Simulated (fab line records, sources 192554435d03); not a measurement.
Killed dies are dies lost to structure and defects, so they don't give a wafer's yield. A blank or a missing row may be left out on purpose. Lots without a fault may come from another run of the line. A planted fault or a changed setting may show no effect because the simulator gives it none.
Which tool did it? | flow n5_finfet | 10 lots, 30 wafers sampled, at 5 steps of a route of 1938

WHAT THE GAUGES READ, wafer by wafer
N5_BEOL_M0_INSPECT_127: inspects for defects (darkfield). Usual: raw_defect_count 66, standard deviation 23.
lot  | measured     | on                | raw_defect_count | flag
L633 | day 5 22:36  | defect_inspect-01 | 99 58 79         |
L634 | day 6 07:07  | defect_inspect-01 | 54 125 61        |
L635 | day 6 16:29  | defect_inspect-01 | 70 54 76         |
L637 | day 6 20:49  | defect_inspect-01 | 75 109 116       |
L638 | day 7 06:02  | defect_inspect-01 | 98 85 68         |
L639 | day 7 19:58  | defect_inspect-01 | 36 40 47         |
L644 | day 9 04:55  | defect_inspect-02 | 106 63 61        |
L652 | day 10 22:14 | defect_inspect-02 | 73 139 60        |
L654 | day 11 07:58 | defect_inspect-02 | 75 51 72         |
L656 | day 12 14:14 | defect_inspect-01 | 67 53 36         |

N5_BEOL_M4_RC_MEAS_101. Usual: DIBL_N 36.6 mV/V, standard deviation 1.1; DIBL_P 36.8 mV/V, standard deviation 1.6; IOFF_N 0.169 nA/um, standard deviation 0.024; IOFF_P 0.206 nA/um, standard deviation 0.028; ION_N 679 uA/um, standard deviation 9.2; ION_P 462 uA/um, standard deviation 7; SS_N 71.6 mV/dec, standard deviation 0.57; SS_P 73.3 mV/dec, standard deviation 0.57; VT_N 248.8 mV, standard deviation 2.4; VT_P -251 mV, standard deviation 3.
lot  | measured     | on        | DIBL_N (mV/V)  | DIBL_P (mV/V)  | IOFF_N (nA/um)    | IOFF_P (nA/um)    | ION_N (uA/um) | ION_P (uA/um) | SS_N (mV/dec)  | SS_P (mV/dec)  | VT_N (mV)         | VT_P (mV)      | flag
L633 | day 9 01:16  | prober-02 | 36.5 36.5 34.9 | 36.2 36.3 33.7 | 0.161 0.161 0.131 | 0.177 0.175 0.148 | 674 688 659   | 462 460 453   | 70.6 71.0 70.3 | 73.1 73.1 72.7 | 248.3 249.3 254.6 | -256 -255 -258 |
L634 | day 9 09:15  | prober-01 | 36.0 36.7 35.0 | 36.4 37.5 34.9 | 0.155 0.184 0.150 | 0.200 0.223 0.181 | 667 683 666   | 450 461 451   | 71.4 72.0 70.9 | 73.4 72.9 73.3 | 250.5 245.8 249.7 | -254 -250 -256 |
L635 | day 9 04:16  | prober-02 | 38.0 35.2 36.1 | 36.6 33.2 34.4 | 0.222 0.158 0.171 | 0.228 0.176 0.189 | 689 684 677   | 460 460 462   | 72.8 71.6 71.7 | 73.8 72.5 73.7 | 244.6 246.5 247.0 | -247 -251 -251 |
L637 | day 10 13:31 | prober-02 | 36.5 36.4 37.8 | 39.0 39.1 39.4 | 0.202 0.185 0.219 | 0.228 0.222 0.236 | 691 682 681   | 468 463 461   | 72.6 72.5 72.2 | 74.4 73.7 74.2 | 246.6 250.5 246.0 | -251 -251 -254 |
L638 | day 10 06:55 | prober-02 | 36.6 35.6 38.0 | 38.2 36.9 39.2 | 0.165 0.140 0.183 | 0.221 0.201 0.234 | 691 668 683   | 468 465 473   | 71.3 71.5 72.2 | 72.3 72.2 73.5 | 248.0 250.8 250.1 | -249 -251 -248 |
L639 | day 10 17:35 | prober-01 | 37.4 38.6 37.8 | 38.7 38.5 38.2 | 0.190 0.212 0.190 | 0.251 0.245 0.239 | 677 680 691   | 464 461 466   | 71.4 72.2 71.9 | 73.9 74.0 74.2 | 244.4 247.3 246.7 | -251 -246 -249 |
L644 | day 12 00:11 | prober-01 | 36.8 38.2 36.5 | 36.2 37.8 35.4 | 0.164 0.193 0.152 | 0.212 0.240 0.204 | 688 694 671   | 469 473 458   | 71.3 71.7 71.6 | 73.0 74.0 73.1 | 247.4 246.7 248.8 | -251 -249 -250 |
L652 | day 13 18:54 | prober-02 | 36.7 35.1 36.9 | 35.8 34.5 36.0 | 0.169 0.149 0.172 | 0.236 0.217 0.234 | 681 677 684   | 468 469 468   | 71.6 71.0 72.2 | 72.7 73.1 72.9 | 248.6 249.2 246.8 | -248 -249 -248 |
L654 | day 15 03:05 | prober-02 | 35.1 35.8 36.7 | 35.8 37.0 37.9 | 0.150 0.165 0.179 | 0.162 0.175 0.186 | 672 675 685   | 450 447 456   | 71.7 71.1 71.0 | 73.1 73.6 74.1 | 249.1 247.9 247.0 | -257 -255 -256 |
L656 | day 15 13:02 | prober-02 | 35.9 36.3 37.0 | 36.9 37.3 38.6 | 0.140 0.143 0.157 | 0.171 0.179 0.190 | 673 675 675   | 455 460 461   | 70.7 71.4 71.6 | 72.8 72.9 72.7 | 255.4 252.2 250.8 | -252 -253 -252 |

WHICH TOOL RAN EACH LOT (tool, then ch and the chambers of the sampled wafers, then the start)
lot  | N5_BEOL_M1_ILD_DEP_00          | N5_BEOL_M1_HM_DEP_02         | N5_BEOL_M1_COAT_76
L633 | pecvd-04 ch 0,2, day 5 22:38   | pvd_sputter-02, day 6 00:27  | litho_track-02 ch 0, day 6 01:34
L634 | pecvd-03 ch 0,2, day 6 07:09   | pvd_sputter-02, day 6 09:11  | litho_track-02 ch 0, day 6 10:16
L635 | pecvd-03 ch 1,2, day 6 16:31   | pvd_sputter-02, day 6 16:49  | litho_track-03 ch 0, day 6 17:50
L637 | pecvd-03 ch 0,1,2, day 6 20:51 | pvd_sputter-03, day 6 22:31  | litho_track-02 ch 0, day 6 23:29
L638 | pecvd-04 ch 0,1,2, day 7 06:05 | pvd_sputter-01, day 7 07:17  | litho_track-02 ch 0, day 7 08:27
L639 | pecvd-02 ch 1,2, day 7 20:00   | pvd_sputter-01, day 7 22:22  | litho_track-02 ch 0, day 7 23:25
L644 | pecvd-04 ch 0,2, day 9 04:57   | pvd_sputter-02, day 9 07:19  | litho_track-02 ch 0, day 9 08:19
L652 | pecvd-04 ch 1,2, day 10 22:16  | pvd_sputter-02, day 11 01:15 | litho_track-03 ch 0, day 11 02:16
L654 | pecvd-02 ch 0,2, day 11 08:00  | pvd_sputter-03, day 11 09:50 | litho_track-03 ch 0, day 11 11:12
L656 | pecvd-03 ch 1,2, day 12 14:17  | pvd_sputter-03, day 12 15:31 | litho_track-02 ch 0, day 12 16:29
- N5_BEOL_M1_ILD_DEP_00: deposits SiOC from DEMS/O2, target thk 79 nm, time 15.3 s.
- N5_BEOL_M1_HM_DEP_02: deposits TiN, target thk 20 nm.
- N5_BEOL_M1_COAT_76: time 60 s, resist thk 5 nm.

WHAT THE TOOLS THEMSELVES READ (means of the sampled wafers that have a number; where no wafer has one, the mark that the record gives instead)
N5_BEOL_M1_ILD_DEP_00. Usual: heater_power_w 469 W, standard deviation 47; rf_fwd_power_W 494.6 W, standard deviation 2.4; showerhead_plenum_p_Torr 5.691 Torr, standard deviation 0.013; throttle_valve_pct 11.9 %, standard deviation 0.44.
lot  | tool     | heater_power_w (W) | rf_fwd_power_W (W) | showerhead_plenum_p_Torr (Torr) | throttle_valve_pct (%) | flag
L633 | pecvd-04 | 485                | 496.7              | 5.695                           | 12.3                   |
L634 | pecvd-03 | 467                | 494.2              | 5.688                           | 12.2                   |
L635 | pecvd-03 | 433                | 493.1              | 5.676                           | 12.3                   |
L637 | pecvd-03 | 481                | 493.0              | 5.674                           | 12.2                   |
L638 | pecvd-04 | 478                | 495.7              | 5.695                           | 11.9                   |
L639 | pecvd-02 | 417                | 492.4              | 5.684                           | 11.8                   |
L644 | pecvd-04 | 479                | 496.7              | 5.697                           | 12.3                   |
L652 | pecvd-04 | 470                | 494.1              | 5.695                           | 11.7                   |
L654 | pecvd-02 | 498                | 492.8              | 5.699                           | 11.8                   |
L656 | pecvd-03 | 473                | 493.1              | 5.670                           | 11.8                   |

N5_BEOL_M1_HM_DEP_02. Usual: throttle_valve_pct 30.6 %, standard deviation 0.62.
lot  | tool           | throttle_valve_pct (%) | flag
L633 | pvd_sputter-02 | 29.9                   |
L634 | pvd_sputter-02 | 30.7                   |
L635 | pvd_sputter-02 | 30.4                   |
L637 | pvd_sputter-03 | 30.0                   |
L638 | pvd_sputter-01 | 30.8                   |
L639 | pvd_sputter-01 | 31.0                   |
L644 | pvd_sputter-02 | 30.2                   |
L652 | pvd_sputter-02 | 30.0                   |
L654 | pvd_sputter-03 | 30.3                   |
L656 | pvd_sputter-03 | 30.5                   |

N5_BEOL_M1_COAT_76. Usual: plate_temp_C 204.99 C, standard deviation 0.16; spin_speed_rpm 1500.0 rpm, standard deviation 1.
lot  | tool           | plate_temp_C (C) | spin_speed_rpm (rpm) | flag
L633 | litho_track-02 | 205.03           | 1500.9               |
L634 | litho_track-02 | 205.04           | 1500.3               |
L635 | litho_track-03 | 205.01           | 1500.2               |
L637 | litho_track-02 | 205.00           | 1500.6               |
L638 | litho_track-02 | 204.89           | 1499.2               |
L639 | litho_track-02 | 204.92           | 1616.9               | OFF
L644 | litho_track-02 | 204.84           | 1616.8               | OFF
L652 | litho_track-03 | 204.93           | 1500.3               |
L654 | litho_track-03 | 204.86           | 1500.7               |
L656 | litho_track-02 | 204.70           | 1500.5               |

THE ANSWER, worked out from the rows above alone
Rule: a lot is off if the mean of its wafers that have a number lies more than 3 standard deviations from the usual mean. A lot without any number at a reading at which 4 lots or more have one is off too. The other lots that the step has rows for count as sound. The gauges are gone through in route order, then the tools' own readings, and for those a lot's mean is taken as printed above. The first step at which some lot is off is used, and at that step the reading that is off furthest; a lot without a number counts as furthest.
Off: L639, L644, at N5_BEOL_M1_COAT_76 (spin_speed_rpm).
A tool fits if, at that step or a process step before it, it ran every lot that is off, and no sound lot after the first of them. None of those tried fits.

WHAT THE SIMULATOR HAD PUT IN
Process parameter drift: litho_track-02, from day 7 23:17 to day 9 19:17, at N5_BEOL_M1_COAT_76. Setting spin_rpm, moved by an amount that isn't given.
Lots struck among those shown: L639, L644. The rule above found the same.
